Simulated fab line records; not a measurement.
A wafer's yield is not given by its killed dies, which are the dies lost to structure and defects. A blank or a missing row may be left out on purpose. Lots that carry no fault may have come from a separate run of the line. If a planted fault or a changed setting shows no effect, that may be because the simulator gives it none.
Which tool did it?	flow n5_finfet	22 lots with 66 wafers sampled at 6 steps, on a route of 1938 steps

## WHAT THE GAUGES READ, wafer by wafer
Not one reading of a measure or inspect step in the record can be checked against a usual standard deviation.

## TOOL THAT RAN EACH LOT (tool first, then ch and the chambers of the sampled wafers, then the start)
lot	N5_FIN_SAQP_HM_DEP_72	N5_FIN_SAQP_MANDREL_ETCH_22	N5_FIN_SAQP_SPACER1_ETCHBACK_25	N5_FIN_SAQP_ETCH_57	N5_FIN_SAQP_ETCH_67	N5_FIN_SAQP_HM_CD_35
L074	pecvd-03 ch 0,1,2, day 1 21:37	rie_si-03 ch 0,3, day 1 22:28	rie_diel-02 ch 0,2,3, day 2 00:01	rie_diel-04 ch 1,2, day 2 00:16	rie_diel-04 ch 1,2,3, day 2 01:13	cd_sem-02, day 2 02:25
L075	pecvd-03 ch 0,1, day 2 02:52	rie_si-03 ch 0,2, day 2 03:34	rie_diel-02 ch 2,3, day 2 05:27	rie_diel-04 ch 0,3, day 2 05:42	rie_diel-06 ch 1,3, day 2 06:29	cd_sem-03, day 2 07:31
L076	pecvd-03 ch 0,1, day 2 10:29	rie_si-01 ch 2,3, day 2 11:29	rie_diel-02 ch 0,2, day 2 13:07	rie_diel-02 ch 1,2, day 2 13:22	rie_diel-06 ch 0,1,3, day 2 14:06	cd_sem-03, day 2 15:08
L077	pecvd-03 ch 0,1, day 2 17:43	rie_si-03 ch 1,3, day 2 19:01	rie_diel-06 ch 0,3, day 2 21:00	rie_diel-02 ch 1,2, day 2 21:15	rie_diel-04 ch 0,1,2, day 2 21:59	cd_sem-02, day 2 23:01
L078	pecvd-03 ch 0,2, day 2 21:13	rie_si-04 ch 1,2, day 2 22:02	rie_diel-04 ch 0,3, day 2 23:34	rie_diel-04 ch 0,1,2, day 2 23:55	rie_diel-04 ch 0,1,2, day 3 00:38	cd_sem-02, day 3 01:40
L079	pecvd-03 ch 0,2, day 3 03:33	rie_si-03 ch 2,3, day 3 04:20	rie_diel-06 ch 1,3, day 3 06:14	rie_diel-06 ch 1,3, day 3 06:29	rie_diel-04 ch 0,1, day 3 07:17	cd_sem-02, day 3 08:19
L080	pecvd-01 ch 1, day 3 09:29	rie_si-01 ch 1,2,3, day 3 10:34	rie_diel-02 ch 1,2,3, day 3 12:11	rie_diel-06 ch 0,1, day 3 12:25	rie_diel-04 ch 1,2, day 3 13:09	cd_sem-01, day 3 14:11
L081	pecvd-03 ch 0,2, day 3 16:28	rie_si-01 ch 1,2,3, day 3 17:17	rie_diel-04 ch 2,3, day 3 18:48	rie_diel-02 ch 0,1, day 3 19:03	rie_diel-02 ch 2,3, day 3 19:52	cd_sem-01, day 3 20:55
L082	pecvd-01 ch 1, day 3 21:59	rie_si-04 ch 0,2, day 3 22:52	rie_diel-04 ch 0,3, day 4 00:24	rie_diel-06 ch 1,2,3, day 4 00:39	rie_diel-04 ch 0,1,2, day 4 01:22	cd_sem-03, day 4 02:25
L083	pecvd-01 ch 0,1, day 4 03:23	rie_si-04 ch 1,2,3, day 4 04:14	rie_diel-04 ch 0,1,2, day 4 06:54	rie_diel-02 ch 0,2,3, day 4 07:08	rie_diel-02 ch 0,2,3, day 4 08:07	cd_sem-01, day 4 09:10
L084	pecvd-03 ch 0,1,2, day 4 09:27	rie_si-01 ch 0,1,2, day 4 10:37	rie_diel-06 ch 1,2,3, day 4 12:08	rie_diel-06 ch 1,2,3, day 4 12:23	rie_diel-04 ch 0,1,3, day 4 13:11	cd_sem-02, day 4 14:13
L085	pecvd-03 ch 0,2, day 4 16:08	rie_si-04 ch 1,2,3, day 4 16:51	rie_diel-06 ch 0,2,3, day 4 20:10	rie_diel-02 ch 0,2, day 4 20:25	rie_diel-04 ch 0,1,3, day 4 21:13	cd_sem-03, day 4 22:49
L086	pecvd-01 ch 1,2, day 4 21:04	rie_si-01 ch 2,3, day 4 21:47	rie_diel-06 ch 1,2,3, day 4 23:20	rie_diel-06 ch 1,3, day 4 23:34	rie_diel-02 ch 0,2,3, day 5 00:18	cd_sem-02, day 5 01:56
L088	pecvd-03 ch 0,1, day 5 09:31	rie_si-01 ch 0,1,3, day 5 10:22	rie_diel-02 ch 2,3, day 5 11:53	rie_diel-06 ch 0,3, day 5 12:08	rie_diel-04 ch 0,2, day 5 12:58	cd_sem-03, day 5 14:04
L089	pecvd-03 ch 1,2, day 5 15:11	rie_si-01 ch 0,1,3, day 5 16:00	rie_diel-06 ch 2,3, day 5 17:32	rie_diel-02 ch 2,3, day 5 17:46	rie_diel-04 ch 1,2,3, day 5 18:40	cd_sem-03, day 5 19:49
L090	pecvd-03 ch 0,1, day 5 21:30	rie_si-01 ch 1,2,3, day 5 22:19	rie_diel-04 ch 0,1, day 6 00:08	rie_diel-04 ch 0,1,2, day 6 00:23	rie_diel-06 ch 0,2,3, day 6 01:07	cd_sem-01, day 6 02:17
L091	pecvd-04 ch 1,2, day 6 03:00	rie_si-01 ch 0,1,2, day 6 03:43	rie_diel-04 ch 0,1,3, day 6 05:14	rie_diel-06 ch 0,3, day 6 05:28	rie_diel-02 ch 2,3, day 6 06:13	cd_sem-03, day 6 07:14
L092	pecvd-04 ch 0,2, day 6 08:50	rie_si-01 ch 0,1,2, day 6 09:40	rie_diel-06 ch 0,1,2, day 6 11:13	rie_diel-06 ch 0,1,2, day 6 11:28	rie_diel-06 ch 0,1,3, day 6 12:30	cd_sem-01, day 6 14:08
L094	pecvd-04 ch 0,1, day 6 21:55	rie_si-01 ch 1,3, day 6 22:37	rie_diel-06 ch 2,3, day 7 01:42	rie_diel-06 ch 1,2, day 7 01:58	rie_diel-04 ch 0,1,2, day 7 02:41	cd_sem-01, day 7 07:22
L095	pecvd-03 ch 0,1,2, day 7 03:38	rie_si-03 ch 1,2,3, day 7 04:38	rie_diel-02 ch 0,2,3, day 7 09:28	rie_diel-02 ch 1,2,3, day 7 09:56	rie_diel-02 ch 0,2,3, day 7 10:40	cd_sem-03, day 7 12:58
L096	pecvd-04 ch 0,1,2, day 7 12:39	rie_si-03 ch 0,1,2, day 7 13:25	rie_diel-02 ch 1,2,3, day 7 15:25	rie_diel-04 ch 0,1, day 7 15:40	rie_diel-06 ch 1,2,3, day 7 16:23	cd_sem-02, day 7 17:26
L097	pecvd-04 ch 0,1,2, day 7 16:31	rie_si-01 ch 2,3, day 7 17:20	rie_diel-06 ch 1,3, day 7 18:55	rie_diel-04 ch 0,1, day 7 19:15	rie_diel-06 ch 0,1, day 7 19:59	cd_sem-01, day 7 21:01
- N5_FIN_SAQP_HM_DEP_72: deposits SiO2 from SiH4/N2O, target thk 12 nm, time 7.2 s.
- N5_FIN_SAQP_MANDREL_ETCH_22: etches a-Si in HBr/Cl2, stops on SiNx, target depth 60 nm, bt time 10 s, time 30 s.
- N5_FIN_SAQP_SPACER1_ETCHBACK_25: etches SiO2 in CHF3/O2, target depth 24.4 nm, time 12.2 s.
- N5_FIN_SAQP_ETCH_57: etches SiNx in CH3F/O2, target depth 32.5 nm, time 46.4 s.
- N5_FIN_SAQP_ETCH_67: etches SiNx in CH3F/O2, target depth 30 nm.
- N5_FIN_SAQP_HM_CD_35: target cd 8 nm.

## WHAT THE TOOLS THEMSELVES READ (means of the sampled wafers that have a number; where no wafer has one, the mark that the record gives instead)
N5_FIN_SAQP_HM_DEP_72.
lot	tool	chamber_pressure_Torr (Torr)	heater_power_w (W)	showerhead_plenum_p_Torr (Torr)
L074	pecvd-03	0.7501	769	8.16
L075	pecvd-03	0.7495	745	8.04
L076	pecvd-03	0.7493	757	8.13
L077	pecvd-03	0.7504	709	8.12
L078	pecvd-03	0.7482	796	8.24
L079	pecvd-03	0.7505	766	8.10
L080	pecvd-01	0.7505	862	8.06
L081	pecvd-03	0.7497	798	8.23
L082	pecvd-01	0.7507	864	8.05
L083	pecvd-01	0.7503	847	8.11
L084	pecvd-03	0.7514	776	8.18
L085	pecvd-03	0.7495	780	8.11
L086	pecvd-01	0.7491	857	8.09
L088	pecvd-03	0.7493	779	8.04
L089	pecvd-03	0.7500	785	8.27
L090	pecvd-03	0.7509	773	8.13
L091	pecvd-04	0.7502	824	8.13
L092	pecvd-04	0.7502	866	8.20
L094	pecvd-04	0.7505	902	8.15
L095	pecvd-03	0.7510	787	8.19
L096	pecvd-04	0.7507	898	8.14
L097	pecvd-04	0.7495	891	8.14

N5_FIN_SAQP_MANDREL_ETCH_22.
lot	tool	drypump_motor_current_A (A)	oes_product_au (a.u.)	throttle_valve_pct (%)
L074	rie_si-03	5.1	0.777	35.32
L075	rie_si-03	5.8	0.760	35.39
L076	rie_si-01	6.3	0.764	35.43
L077	rie_si-03	5.5	0.777	35.00
L078	rie_si-04	5.6	0.785	35.10
L079	rie_si-03	5.4	0.765	35.36
L080	rie_si-01	6.4	0.771	35.50
L081	rie_si-01	6.4	0.763	35.50
L082	rie_si-04	5.5	0.780	35.19
L083	rie_si-04	5.5	0.783	35.26
L084	rie_si-01	6.0	0.761	35.31
L085	rie_si-04	5.5	0.777	35.26
L086	rie_si-01	6.4	0.776	35.42
L088	rie_si-01	6.1	0.779	35.30
L089	rie_si-01	6.1	0.766	35.32
L090	rie_si-01	6.3	0.773	35.50
L091	rie_si-01	6.0	0.763	35.31
L092	rie_si-01	6.0	0.757	35.33
L094	rie_si-01	6.4	0.778	35.57
L095	rie_si-03	5.5	0.771	35.18
L096	rie_si-03	5.8	0.764	35.19
L097	rie_si-01	6.3	0.758	35.44

N5_FIN_SAQP_SPACER1_ETCHBACK_25.
lot	tool	O2_flow_sccm (sccm)	drypump_motor_current_A (A)	oes_product_au (a.u.)	rf_vpp_V (V)	showerhead_plenum_p_Torr (Torr)	throttle_valve_pct (%)
L074	rie_diel-02	4.982	5.3	0.75	519	2.34	19.01
L075	rie_diel-02	5.012	5.2	0.80	521	2.38	18.94
L076	rie_diel-02	4.997	5.0	0.75	517	2.35	19.07
L077	rie_diel-06	5.015	5.3	0.74	519	2.40	18.93
L078	rie_diel-04	5.008	6.0	0.90	531	2.46	18.53
L079	rie_diel-06	5.008	5.2	0.70	523	2.45	19.14
L080	rie_diel-02	4.998	5.8	0.84	522	2.45	18.84
L081	rie_diel-04	4.986	5.3	0.94	525	2.46	18.68
L082	rie_diel-04	5.011	5.8	0.86	531	2.46	18.70
L083	rie_diel-04	5.006	5.6	0.87	524	2.44	18.63
L084	rie_diel-06	4.999	5.5	0.78	521	2.41	19.00
L085	rie_diel-06	5.003	5.6	0.80	521	2.39	18.86
L086	rie_diel-06	5.010	5.5	0.78	521	2.41	19.02
L088	rie_diel-02	4.998	5.6	0.89	526	2.52	18.72
L089	rie_diel-06	4.985	5.7	0.84	521	2.38	18.88
L090	rie_diel-04	4.989	6.0	0.82	527	2.44	18.59
L091	rie_diel-04	4.988	5.7	0.81	526	2.43	18.76
L092	rie_diel-06	4.985	5.7	0.85	523	2.41	18.84
L094	rie_diel-06	4.997	5.7	0.82	521	2.37	18.89
L095	rie_diel-02	4.999	5.3	0.79	522	2.42	18.94
L096	rie_diel-02	4.993	5.9	0.88	521	2.44	18.76
L097	rie_diel-06	4.995	5.1	0.78	520	2.41	18.97

N5_FIN_SAQP_ETCH_57.
lot	tool	O2_flow_sccm (sccm)	drypump_motor_current_A (A)	etch_rf_on_time_s (s)	oes_product_au (a.u.)	rf_vpp_V (V)	showerhead_plenum_p_Torr (Torr)	throttle_valve_pct (%)
L074	rie_diel-04	19.94	5.3	45.7	0.60	296	2.03	16.43
L075	rie_diel-04	19.99	6.0	45.4	0.80	302	2.05	15.93
L076	rie_diel-02	20.07	6.1	46.6	0.64	294	1.99	16.46
L077	rie_diel-02	19.99	6.1	46.3	0.63	293	1.98	16.47
L078	rie_diel-04	20.00	5.6	45.3	0.77	297	2.03	16.05
L079	rie_diel-06	19.99	5.1	46.3	0.62	295	2.01	16.53
L080	rie_diel-06	19.95	5.6	46.3	0.62	297	2.02	16.44
L081	rie_diel-02	19.99	6.1	47.0	0.58	293	1.94	16.55
L082	rie_diel-06	20.02	5.5	46.3	0.68	296	2.00	16.45
L083	rie_diel-02	19.96	5.3	46.8	0.71	296	2.02	16.33
L084	rie_diel-06	20.00	5.5	46.0	0.67	297	2.00	16.45
L085	rie_diel-02	20.03	5.0	46.8	0.62	294	1.94	16.54
L086	rie_diel-06	20.06	5.1	45.7	0.61	295	2.00	16.56
L088	rie_diel-06	19.98	5.5	46.1	0.62	295	1.99	16.38
L089	rie_diel-02	20.03	5.2	45.9	0.73	296	2.05	16.28
L090	rie_diel-04	19.97	5.6	45.9	0.73	298	2.03	16.09
L091	rie_diel-06	19.98	5.5	46.1	0.62	296	1.99	16.39
L092	rie_diel-06	20.05	5.7	46.7	0.73	296	2.00	16.26
L094	rie_diel-06	20.02	5.8	46.8	0.76	297	1.99	16.22
L095	rie_diel-02	20.07	5.9	45.1	0.76	295	2.03	16.19
L096	rie_diel-04	20.00	6.0	46.0	0.69	299	2.02	16.05
L097	rie_diel-04	20.10	5.7	47.4	0.64	296	2.00	16.26

N5_FIN_SAQP_ETCH_67.
lot	tool	O2_flow_sccm (sccm)	drypump_motor_current_A (A)	oes_product_au (a.u.)	rf_vpp_V (V)	showerhead_plenum_p_Torr (Torr)	throttle_valve_pct (%)
L074	rie_diel-04	20.03	5.4	0.76	297	2.03	16.37
L075	rie_diel-06	19.98	5.2	0.71	297	2.04	16.62
L076	rie_diel-06	19.99	5.4	0.73	295	2.02	16.49
L077	rie_diel-04	20.00	5.6	0.91	298	2.03	16.08
L078	rie_diel-04	20.03	5.7	0.90	298	2.03	16.08
L079	rie_diel-04	20.09	5.7	0.80	298	2.01	16.21
L080	rie_diel-04	19.95	5.4	0.83	295	2.01	16.27
L081	rie_diel-02	20.08	5.3	0.89	297	2.06	16.25
L082	rie_diel-04	19.96	5.6	0.87	297	2.03	16.09
L083	rie_diel-02	19.99	5.3	0.83	297	2.02	16.36
L084	rie_diel-04	20.02	5.8	0.82	299	2.02	16.19
L085	rie_diel-04	19.99	5.7	0.82	300	2.02	16.20
L086	rie_diel-02	20.06	5.3	0.82	297	2.02	16.35
L088	rie_diel-04	20.07	5.9	0.92	300	2.05	15.91
L089	rie_diel-04	19.98	5.4	0.83	297	2.02	16.27
L090	rie_diel-06	20.06	5.6	0.78	296	1.98	16.36
L091	rie_diel-02	20.00	5.6	0.89	299	2.08	16.18
L092	rie_diel-06	19.95	5.4	0.80	295	2.01	16.39
L094	rie_diel-04	20.06	5.6	0.84	298	2.02	16.13
L095	rie_diel-02	19.89	5.3	0.80	296	2.01	16.40
L096	rie_diel-06	20.01	5.5	0.83	296	2.00	16.35
L097	rie_diel-06	19.99	5.5	0.85	298	2.03	16.32

N5_FIN_SAQP_HM_CD_35.
lot	tool	cd_nm (nm)
L074	cd_sem-02	8.06
L075	cd_sem-03	8.09
L076	cd_sem-03	8.12
L077	cd_sem-02	8.22
L078	cd_sem-02	7.98
L079	cd_sem-02	7.98
L080	cd_sem-01	8.16
L081	cd_sem-01	8.21
L082	cd_sem-03	8.33
L083	cd_sem-01	8.14
L084	cd_sem-02	8.02
L085	cd_sem-03	8.22
L086	cd_sem-02	8.06
L088	cd_sem-03	8.09
L089	cd_sem-03	8.26
L090	cd_sem-01	8.03
L091	cd_sem-03	8.11
L092	cd_sem-01	7.95
L094	cd_sem-01	8.09
L095	cd_sem-03	8.21
L096	cd_sem-02	8.06
L097	cd_sem-01	8.08

## THE ANSWER, worked out from the rows above alone
Rule: the lots themselves supply what counts as usual. The widest of any qualifying gaps counts: lots, ordered by their means at a reading, are off when they make up no more than a third of the lots, leave a main group of 4 or more, and stand apart from it by 3 or more times the standard deviation of that group's means. The tables above print the reading to a certain number of digits; a main group whose means all agree to those digits is not used. A lot without any number at a reading at which 4 lots or more have one is off too. All remaining lots with rows at the step are treated as sound. Order of review: gauges by route order, followed by the tools' own readings, for which a lot's mean as printed above is used. At the first step where some lot is off, the reading lying furthest off is the one used; lots without a number count as furthest.
No lot is off on any of the readings shown, so nothing can be concluded from this.

## WHAT THE SIMULATOR PUT IN
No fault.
